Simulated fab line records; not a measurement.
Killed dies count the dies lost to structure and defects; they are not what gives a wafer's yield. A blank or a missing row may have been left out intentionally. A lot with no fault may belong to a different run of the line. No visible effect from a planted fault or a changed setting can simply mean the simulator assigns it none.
Struck lot and sound lot, side by side + flow nand_harc + 14 steps out of a route of 1159
Sound: wafers L724.1, L724.2, L724.4. Struck: wafers L732.5, L732.6. (L732.4 of the same lot was not struck and is left out.) The cause comes at the end.
Per side, at each step with rows, come the tool, then ch with its chambers, and then its first start. Under that, the readings that differ: sound wafers + struck wafers + difference of the means + sigmas: that difference in standard deviations of wafers without a fault.
alike: same words and numbers on both sides, and readings whose means sit less than 2 such deviations apart. not compared: any withheld reading, any reading some wafer has no value for, any bound like >300 that may hide the same value, and any number with overlapping values for which the record gives no deviation.
A row with sigmas, a row that says differs or no value, or rows on one side alone: a step with any of these is where the two part. When numbers do not overlap yet have no deviation, they are printed without sigmas and do not part them. A reading that every wafer of one side lacks parts them only if that side has two wafers or more.

NHARC_A_ONON_D1_THK_MEAS_30: measures by ellipsometry.
  sound: film_metro-02 at day 8 23:59; struck: film_metro-01 at day 10 11:42
  alike: thk_nm
NHARC_A_ONON_D1_DEP_33: deposits SiO2, target thk 200 nm.
  sound on pecvd-02 ch 0,1,2, day 9 00:05; struck on pecvd-01 ch 1,2, day 10 11:54
  alike: heater_power_w, throttle_valve_pct
NHARC_A_ONON_D1_THK_MEAS_34: measures by ellipsometry.
  sound: film_metro-01 at day 9 00:27; struck: film_metro-01 at day 10 12:11
  alike: thk_nm
NHARC_A_ONON_D1_INSPECT_32:
  sound: defect_inspect-02 at day 9 00:31; struck: defect_inspect-01 at day 10 12:16
  alike: raw_defect_count
NHARC_A_CHANNEL_HOLE_D1_DEP_00: deposits aC, target thk 3100 nm.
  sound on acl_dep-03 ch 0, day 9 00:35; struck on acl_dep-01 ch 0, day 10 17:17
  alike: throttle_valve_pct
NHARC_A_CHANNEL_HOLE_D1_DEP_01: deposits SiON, target thk 140 nm.
  sound on pecvd-02 ch 0,2, day 9 02:32; struck on pecvd-02 ch 0,2, day 10 18:20
  alike: heater_power_w
then, 5 steps without rows for these wafers: NHARC_A_CHANNEL_HOLE_D1_DEHYDRATE_02 (time 120 s); NHARC_A_CHANNEL_HOLE_D1_HMDS_03 (time 30 s); NHARC_A_CHANNEL_HOLE_D1_COAT_36 (time 75 s); NHARC_A_CHANNEL_HOLE_D1_COAT_37 (time 65 s); NHARC_A_CHANNEL_HOLE_D1_COAT_04 (resist thk 90 nm).
NHARC_A_CHANNEL_HOLE_D1_SOFTBAKE_05: time 55 s.
  sound on litho_track-04 ch 0, day 9 02:00; struck on litho_track-01 ch 0, day 10 18:00
| reading                  | sound                | struck        | difference                    | sigmas      |
|--------------------------|----------------------|---------------|-------------------------------|-------------|
| heater_power_total_W (W) | 188.63 188.43 188.46 | 323.09 323.09 | +134.58                       | +99 or more |
| plate_temp_C (C)         | 105.10 104.97 104.92 | - -           | no value on the struck wafers |             |
  alike: resist_line_temp_C
then, 1 step without rows for these wafers: NHARC_A_CHANNEL_HOLE_D1_EBR_06.
-- break in the record here, with 11 days between the starts of the struck wafers on either side (left off in module A_CHANNEL_HOLE_D1, picked up again in module END, where the first step shown is number 1159 on the route) --
NHARC_END_SORT_01:
  sound on prober-02 ch 0, day 20 12:25; struck on prober-01 ch 0, day 22 01:23
  alike: killed_at_array, killed_at_other, killed_at_periphery, killed_dies, killed_open, killed_short

== WHERE THEY PART ==
At NHARC_A_CHANNEL_HOLE_D1_SOFTBAKE_05 and nowhere else, as far as this record goes. Later steps at which nothing parts them and some readings are alike: NHARC_END_SORT_01.

WHY: what had been put in by the simulator
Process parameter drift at NHARC_A_CHANNEL_HOLE_D1_SOFTBAKE_05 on litho_track-01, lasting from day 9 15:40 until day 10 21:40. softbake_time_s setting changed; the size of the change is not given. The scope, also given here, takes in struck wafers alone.
